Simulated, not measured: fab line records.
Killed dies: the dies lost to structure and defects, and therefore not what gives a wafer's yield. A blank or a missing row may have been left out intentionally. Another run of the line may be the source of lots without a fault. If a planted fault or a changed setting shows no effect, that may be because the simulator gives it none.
fab line records -- flow n5-finfet
record lots=5, wafers=15, last-day=17
route steps=1938 shown BEOL_M0_SAQP@688 BEOL_M0_CUTY@701 BEOL_M4@1111 PASSIVATION@1936
lots that met no fault: from a run of the same line without faults
start-h: the number of hours between the record's first day and the start of the first shown wafer of the lot -- wait-h: hours since the lot's step before -- " unchanged from the row above -- L1.1+2: one row covering several wafers at once -- - no value, or no start was given -- * or withheld: withheld -- < > ~ a bound
route shown NAME@n: a module of which the file shows steps, and the number in the route of the first -- usual: mean/standard deviation of fault-free wafers -- same: alike in all rows -- chamber/n: place in a boat -- sites: the reading at each site -- _std_site: how widely they spread, as a standard deviation -- _edge_site: outer sites' mean less inner sites' -- radius-mm: how far each site lies from the wafer's centre -- mask NAME#n: copy n -- behind: tool/chamber where the wafer was last shaped -- hold: why the lot was held/for how many hours/how that ended -- device: names the non-switching transistor (n, p or np) -- end of line: tests run on the same wafers once the route is complete -- where a step has no rows: the recipe by itself -- killed: dies that structure and defects cost at the first sort, which is not the same as the wafer's yield -- map: a wafer's dies, x killed, . not, _ none there
set.NAME: setting as actually run; set.NAME@STEP: the setting as run at that earlier step -- model.NAME: the simulator's own value behind a step, which no gauge read
certain route steps with their lots: each step a table, each wafer a row
services: from which hour (start-h, from the record's first day; less than 0 if before it) a tool's chamber was out of use, for how many hours, and why
## steps
# step N5_BEOL_M0_SAQP_DEVELOP_39
# recipe develop-time-s=30, developer=TMAH, resist=CAR-EUV, rinse-liquid=surfactant-rinse, dry=air-spin, dev-temp-c=23
# step N5_BEOL_M0_SAQP_DESCUM_45
# recipe chemistry=O2, time-s=7, source-power-w=50, bias-power-w=20, pressure-mtorr=20, rf-frequency-hz=2.712e+07, temp-c=40, resist=CAR-EUV, o2-flow-sccm=225
# step N5_BEOL_M0_SAQP_ETCH_88
# recipe chemistry=N2/H2, target=underlayer, target-depth-a=65, time-s=5.2, ion-energy-ev=200, mask-material=CAR-EUV, pressure-mtorr=30, source-w=840, bias-w=150, n2-flow-sccm=200, h2-flow-sccm=200, ends=cleared
# step N5_BEOL_M0_SAQP_ETCH_73
# recipe chemistry=CF4, target=SiARC, target-depth-a=195, mask-material=CAR-EUV, time-s=32.5, ion-energy-ev=80, pressure-mtorr=40, source-w=545, bias-w=36, Ar_flow_sccm=100, cf4-flow-sccm=100, ends=cleared
# step N5_BEOL_M0_SAQP_CUT_ETCH_46
# recipe chemistry=N2/H2, target=SOC, target-depth-a=1350, overetch-a=270, temp-c=40, time-s=202.5, ion-energy-ev=200, mask-material=SiARC, pressure-mtorr=30, source-w=840, bias-w=150, n2-flow-sccm=200, h2-flow-sccm=200
# step N5_BEOL_M0_SAQP_STRIP_74
# recipe chemistry=N2/H2, temp-c=40, n2-flow-sccm=200, h2-flow-sccm=200, rf-frequency-hz=6e+07
# step N5_BEOL_M0_SAQP_STRIP_89
# recipe chemistry=N2/H2, temp-c=40, n2-flow-sccm=200, h2-flow-sccm=200, rf-frequency-hz=6e+07
# step N5_BEOL_M0_SAQP_ALD_48
# recipe material=SiO2, target-thk-a=200, temp-c=100, ald-precursor-family=BDEAS, ald-co-reactant=O2-plasma, pulse-time-s=1, co-reactant-pulse-time-s=1, purge-time-s=2, co-reactant-purge-time-s=2, ald-cycles=139, pressure-torr=2
# step N5_BEOL_M0_SAQP_ETCH_49
# recipe chemistry=CF4/O2, target-depth-a=370, target=SiO2, pressure-mtorr=40, source-w=535, bias-w=49, Ar_flow_sccm=100, cf4-flow-sccm=100, O2_flow_sccm=10, ion-energy-ev=100
# step N5_BEOL_M0_SAQP_STRIP_75
# recipe chemistry=CF4, resist=SiARC, power-w=300, bias-power-w=75, pressure-mtorr=50, cf4-flow-sccm=150, rf-frequency-hz=6e+07
# usual bias-power-w=75.00/0.22, cf4-flow-sccm=150.0/0.43, drypump-motor-current-A=5.8/0.5, oes-product-au=0.190/0.02, power-w=300.0/0.93, rf-vpp-V=271.4/1.5, showerhead-plenum-p-Torr=1.81/0.058, throttle-valve-pct=13.52/0.21
lot.wafer,tool,chamber,start-h,wait-h,bias-power-w,cf4-flow-sccm,drypump-motor-current-A,oes-product-au,power-w,rf-hours-counter-h,rf-vpp-V,showerhead-plenum-p-Torr,throttle-valve-pct
L708.3,rie-diel-04,2,123.03,0.1,75.07,150.3,6.2,0.188,302.1,114,270.5,1.75,13.70
L708.4,rie-diel-04,3,123.03,0.1,74.48,150.3,5.9,0.218,300.3,-,273.3,1.84,13.31
L708.6,rie-diel-04,1,123.03,0.1,75.12,150.4,5.9,0.182,300.9,-,272.6,1.87,13.61
L720.1,rie-diel-01,1,195.82,0.1,-,-,-,-,-,-,-,-,-
L720.4,rie-diel-01,3,195.82,0.1,-,-,-,-,-,-,-,-,-
L720.6,rie-diel-01,0,195.82,0.1,-,-,-,-,-,-,-,-,-
L721.1,rie-diel-06,3,203.70,0.1,-,-,-,-,-,-,-,-,-
L721.5,rie-diel-06,0,203.70,0.1,-,-,-,-,-,-,-,-,-
L721.6,rie-diel-06,1,203.70,0.1,-,-,-,-,-,-,-,-,-
L722.2,rie-diel-04,0,210.45,0.1,-,-,-,-,-,-,-,-,-
L722.4,rie-diel-04,3,210.45,0.1,-,-,-,-,-,-,-,-,-
L722.5,rie-diel-04,1,210.45,0.1,-,-,-,-,-,-,-,-,-
L724.2,rie-diel-04,3,222.75,0.1,75.44,149.1,5.9,0.202,299.2,43,271.4,1.83,13.36
L724.3,rie-diel-04,0,222.75,0.1,75.46,149.9,5.3,0.210,300.1,30,272.6,1.90,13.29
L724.4,rie-diel-04,2,222.75,0.1,74.97,149.9,6.2,0.168,300.6,146,270.5,1.74,13.77
# step N5_BEOL_M0_CUTY_COAT_50
# recipe resist=SiARC, temp-c=220, time-s=60, spin-rpm=1500, resist-thk-nm=15
# step N5_BEOL_M4_RC_MEAS_101
# usual DIBL_N=36.4/1.4, DIBL_P=36.4/1.5, IOFF_N=0.156/0.022, IOFF_P=0.210/0.023, ION_N=675/9.1, ION_P=463/5.7, SS_N=71.6/0.45, SS_P=73.3/0.56, VT_N=250/3.1, VT_P=-250.3/2.3
lot.wafer,tool,chamber,start-h,wait-h,DIBL_N[mV/V],DIBL_P[mV/V],IOFF_N[nA/um],IOFF_P[nA/um],ION_N[uA/um],ION_P[uA/um],SS_N[mV/dec],SS_P[mV/dec],VT_N[mV],VT_P[mV]
L708.3,prober-02,0,222.31,0.3,34.3,35.7,0.142,0.197,676,461,71.1,73.2,250,-248.7
L708.4,prober-02,0,222.31,0.3,35.4,36.7,0.159,0.208,681,459,71.0,72.6,248,-250.5
L708.6,prober-02,0,222.31,0.3,35.1,36.3,0.151,0.209,669,460,70.4,73.2,248,-247.9
L720.1,prober-02,0,278.02,0.0,36.2,38.0,0.166,0.225,677,464,72.2,74.2,247,-250.1
L720.4,prober-02,0,278.02,0.0,35.5,36.9,0.153,0.211,662,456,71.9,73.0,250,-253.2
L720.6,prober-02,0,278.02,0.0,35.5,36.2,0.135,0.196,669,458,71.6,73.6,254,-253.3
L721.1,prober-01,0,280.13,0.0,36.7,35.5,0.161,0.218,686,464,71.5,72.3,249,-247.8
L721.5,prober-01,0,280.13,0.0,37.9,36.2,0.184,0.224,684,465,71.9,72.6,247,-251.5
L721.6,prober-01,0,280.13,0.0,37.6,36.7,0.178,0.236,695,468,71.3,73.4,246,-247.0
L722.2,prober-01,0,289.78,0.2,38.1,38.4,0.167,0.220,678,463,71.5,73.4,249,-250.6
L722.4,prober-01,0,289.78,0.2,38.1,39.1,0.174,0.231,682,470,71.3,73.8,251,-248.8
L722.5,prober-01,0,289.78,0.2,38.7,39.1,0.185,0.227,684,466,72.0,72.6,248,-251.4
L724.2,prober-02,0,306.25,0.2,38.1,36.5,0.167,0.231,679,466,71.3,73.3,251,-248.7
L724.3,prober-02,0,306.25,0.2,36.9,35.3,0.149,0.216,675,465,71.3,72.9,251,-249.1
L724.4,prober-02,0,306.25,0.2,36.9,35.2,0.148,0.219,671,469,71.4,72.7,254,-251.0
# step N5_PASSIVATION_PROBE_49
# usual defect-limited-yield=91.5/1.3, killed_at_M0_to_M3=33/10, killed_at_M4_up=13/4, killed-at-contacts=12/6.3, killed-at-front-end=39/11, killed-at-other=3.4/2.6, killed-dies=100/15, killed-on-rim=13/4, killed-open=65/11, killed-short=34/7.8, sort_bin_5_function=5.0/0.89, sort_bin_6_memory=3.2/0.58, sort-n-pass=1080/15, sort-yield-pct=91.5/1.3
# same gross-dies=1180, killed-at-back-side=0, sort_bin_4_leakage[%]=0, sort_bin_8_speed[%]=0
lot.wafer,tool,chamber,start-h,wait-h,defect-limited-yield[%],killed_at_M0_to_M3,killed_at_M4_up,killed-at-contacts,killed-at-front-end,killed-at-other,killed-dies,killed-on-rim,killed-open,killed-short,sort_bin_5_function[%],sort_bin_6_memory[%],sort-n-pass,sort-yield-pct[%]
L708.3,prober-02,-,335.49,0.1,93.7,27,8,11,26,2,74,7,54,20,3.9,2.3,1106,93.7
L708.4,prober-02,-,335.54,0.2,92.8,38,11,9,26,1,85,15,48,37,3.9,3.1,1095,92.8
L708.6,prober-02,-,335.64,0.3,92.7,39,5,17,23,2,86,14,58,28,4.7,2.5,1094,92.7
L721.1,prober-02,-,392.41,0.0,91.4,39,11,13,38,1,102,13,67,35,4.8,3.6,1078,91.4
L721.5,prober-02,-,392.61,0.2,91.4,35,12,20,33,1,101,6,65,36,4.3,3.6,1079,91.4
L721.6,prober-02,-,392.66,0.3,92.2,28,9,17,36,2,92,12,53,39,4.6,3.0,1088,92.2
L722.2,prober-02,-,394.43,0.1,91.2,38,9,8,38,11,104,10,62,41,5.0,3.5,1076,91.2
L722.4,prober-02,-,394.53,0.2,92.2,38,6,11,36,1,92,9,53,37,4.4,3.1,1088,92.2
L722.5,prober-02,-,394.58,0.2,90.5,52,12,5,37,6,112,8,65,45,5.3,3.9,1068,90.5
# killed by level:class
L708.3 MOL_CONTACT_COAG:geometric-particle:open=9 BEOL_M2:geometric-particle:open=7 DUMMY_GATE:geometric-particle:open=6 BEOL_M3:geometric-particle:open=5 FIN_SAQP:geometric-particle:open=4 BEOL_M0_SAQP:geometric-particle:open=4 STI_FIN_REVEAL:geometric-particle:open=3 GATE_CUT:geometric-particle:short=3
L708.4 BEOL_M0_SAQP:geometric-particle:short=11 BEOL_M2:geometric-particle:open=7 MOL_CONTACT_COAG:geometric-particle:open=6 STI_FIN_REVEAL:geometric-particle:open=5 BEOL_M0:geometric-particle:open=5 BEOL_M3:geometric-particle:open=5 FIN_SAQP:geometric-particle:short=4 BEOL_M0_SAQP:geometric-particle:open=4
L708.6 MOL_CONTACT_COAG:geometric-particle:open=12 BEOL_M0_SAQP:geometric-particle:short=9 BEOL_M2:geometric-particle:open=8 FIN_SAQP:geometric-particle:open=7 BEOL_M1:geometric-particle:open=7 BEOL_M0:geometric-particle:open=6 MOL_CONTACT_COAG:geometric-particle:short=5 BEOL_M2:geometric-particle:short=4
L721.1 FIN_SAQP:geometric-particle:short=12 MOL_CONTACT_COAG:geometric-particle:open=8 BEOL_M1:geometric-particle:open=7 BEOL_M2:geometric-particle:open=7 FIN_SAQP:geometric-particle:open=6 BEOL_M3:geometric-particle:open=6 BEOL_M0_SAQP:geometric-particle:open=6 MOL_CONTACT_COAG:geometric-particle:short=5
L721.5 MOL_CONTACT_COAG:geometric-particle:open=19 BEOL_M0_SAQP:geometric-particle:short=11 BEOL_M0_SAQP:geometric-particle:open=11 FIN_SAQP:geometric-particle:open=10 FIN_SAQP:geometric-particle:short=8 GATE_CUT:geometric-particle:short=6 BEOL_M6:geometric-particle:open=5 BEOL_M1:geometric-particle:open=4
L721.6 FIN_SAQP:geometric-particle:short=14 MOL_CONTACT_COAG:geometric-particle:open=11 STI_FIN_REVEAL:geometric-particle:open=7 BEOL_M0_SAQP:geometric-particle:open=7 MOL_CONTACT_COAG:geometric-particle:short=6 BEOL_M2:geometric-particle:open=5 GATE_CUT:geometric-particle:short=5 BEOL_M1:geometric-particle:open=4
L722.2 BEOL_M0_SAQP:geometric-particle:short=13 BEOL_M2:geometric-particle:open=9 MOL_CONTACT_COAG:geometric-particle:open=8 BEOL_M0_SAQP:geometric-particle:open=8 BEOL_M4:geometric-particle:open=6 FIN_SAQP:geometric-particle:short=5 GATE_CUT:geometric-particle:short=5 STARTING-WAFER:geometric-particle:short=5
L722.4 FIN_SAQP:geometric-particle:short=10 BEOL_M3:geometric-particle:open=10 BEOL_M0_SAQP:geometric-particle:short=9 FIN_SAQP:geometric-particle:open=8 MOL_CONTACT_COAG:geometric-particle:open=8 GATE_CUT:geometric-particle:short=6 BEOL_M0_SAQP:geometric-particle:open=6 BEOL_M1:geometric-particle:open=5
L722.5 BEOL_M0_SAQP:geometric-particle:short=14 BEOL_M0_SAQP:geometric-particle:open=12 BEOL_M3:geometric-particle:open=10 FIN_SAQP:geometric-particle:short=8 STI_FIN_REVEAL:geometric-particle:open=7 BEOL_M1:geometric-particle:open=7 STI_FIN_REVEAL:geometric-particle:short=5 BEOL_M3:geometric-particle:short=5
## services
tool,chamber,start-h,hours,kind
rie-diel-04,0,109.09,-,clean
rie-diel-04,0,109.09,-,consumable-replace:focus-ring
rie-diel-04,0,109.09,-,consumable-replace:showerhead
rie-diel-04,0,109.09,20.5,scheduled-down
rie-diel-04,0,109.09,20.5,vent-cycle
rie-diel-06,2,114.51,5.9,repair
rie-diel-06,-,116.53,12.6,repair
rie-diel-06,2,130.34,-,clean
rie-diel-06,2,130.34,-,consumable-replace:focus-ring
rie-diel-06,2,130.34,22.1,scheduled-down
rie-diel-06,2,130.34,22.1,vent-cycle
rie-diel-01,3,152.84,-,clean
rie-diel-01,3,152.84,-,consumable-replace:focus-ring
rie-diel-01,3,152.84,19.1,scheduled-down
rie-diel-01,3,152.84,19.1,vent-cycle
rie-diel-06,1,183.64,4.6,repair
rie-diel-01,0,196.72,1.8,repair
rie-diel-01,1,196.83,5.2,repair
rie-diel-06,-,213.84,2.8,pm
## key
first-sign step=N5_BEOL_M0_SAQP_STRIP_75, reading=tool-record, direction=missing
effect none on later readings
met-at N5_BEOL_M0_SAQP_STRIP_75
struck-wafers L720.1,L720.4,L720.6,L721.1,L721.5,L721.6,L722.2,L722.4,L722.5
onset-between 123.03 195.82
fault kind=skipped-step-whole, tool=rie-diel-01,rie-diel-04,rie-diel-06, chamber=-, onset-h=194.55, steps=N5_BEOL_M0_SAQP_STRIP_75, scope=struck-lots-only
